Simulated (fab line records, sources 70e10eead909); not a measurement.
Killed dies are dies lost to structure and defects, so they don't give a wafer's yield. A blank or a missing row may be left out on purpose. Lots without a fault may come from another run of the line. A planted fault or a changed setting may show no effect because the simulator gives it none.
Which tool did it? | flow nand_harc | 7 lots, 21 wafers sampled, at 2 steps of a route of 1302

WHAT THE GAUGES READ, wafer by wafer
NHARC_P_M2_OVL_MEAS_10: pitch 340 nm.
lot  | measured     | on         | overlay_x_nm (nm)
L713 | day 6 17:13  | overlay-01 | 0.8 0.4 0.8
L716 | day 7 21:48  | overlay-02 | - - -
L724 | day 11 08:03 | overlay-02 | -0.4 -0.1 -0.7
L726 | day 12 12:52 | overlay-01 | -0.3 0.2 0.0
L729 | day 13 10:13 | overlay-02 | -0.3 -0.8 -0.4
L731 | day 14 06:48 | overlay-01 | 1.2 1.8 1.4
L735 | day 16 11:02 | overlay-01 | 0.4 0.9 0.1

WHICH TOOL RAN EACH LOT (tool, then ch and the chambers of the sampled wafers, then the start)
lot  | NHARC_P_M2_EXPOSE_06
L713 | arfi_scanner-03 ch 0, day 6 16:58
L716 | arfi_scanner-03, day 7 21:35
L724 | arfi_scanner-03 ch 0, day 11 07:49
L726 | arfi_scanner-01 ch 0, day 12 12:38
L729 | arfi_scanner-01 ch 0, day 13 10:00
L731 | arfi_scanner-03 ch 0, day 14 06:34
L735 | arfi_scanner-01 ch 0, day 16 10:49
- NHARC_P_M2_EXPOSE_06: exposes mask P M2, target cd 170 nm.

THE ANSWER, worked out from the rows above alone
Rule: what is usual is taken from the lots themselves. Put in order of their means at a reading, lots are off if they are a third of the lots or fewer, leave a main group of 4 or more, and stand apart from it by a gap of 3 or more times the standard deviation of the main group's means; of several such gaps the widest counts. A main group whose means are all the same, to the digits that the tables above print for the reading, isn't used. A lot without any number at a reading at which 4 lots or more have one is off too. The other lots that the step has rows for count as sound.
Off: L716, at NHARC_P_M2_OVL_MEAS_10 (overlay_x_nm). Without a number there: L716. The main group: mean 0.3 nm, standard deviation 0.68.
A tool fits if, at a process step before that reading, it ran every lot that is off, and no sound lot after the first of them. The gauges at NHARC_P_M2_OVL_MEAS_10 are tried like those tools. None of those tried fits.

WHAT THE SIMULATOR HAD PUT IN
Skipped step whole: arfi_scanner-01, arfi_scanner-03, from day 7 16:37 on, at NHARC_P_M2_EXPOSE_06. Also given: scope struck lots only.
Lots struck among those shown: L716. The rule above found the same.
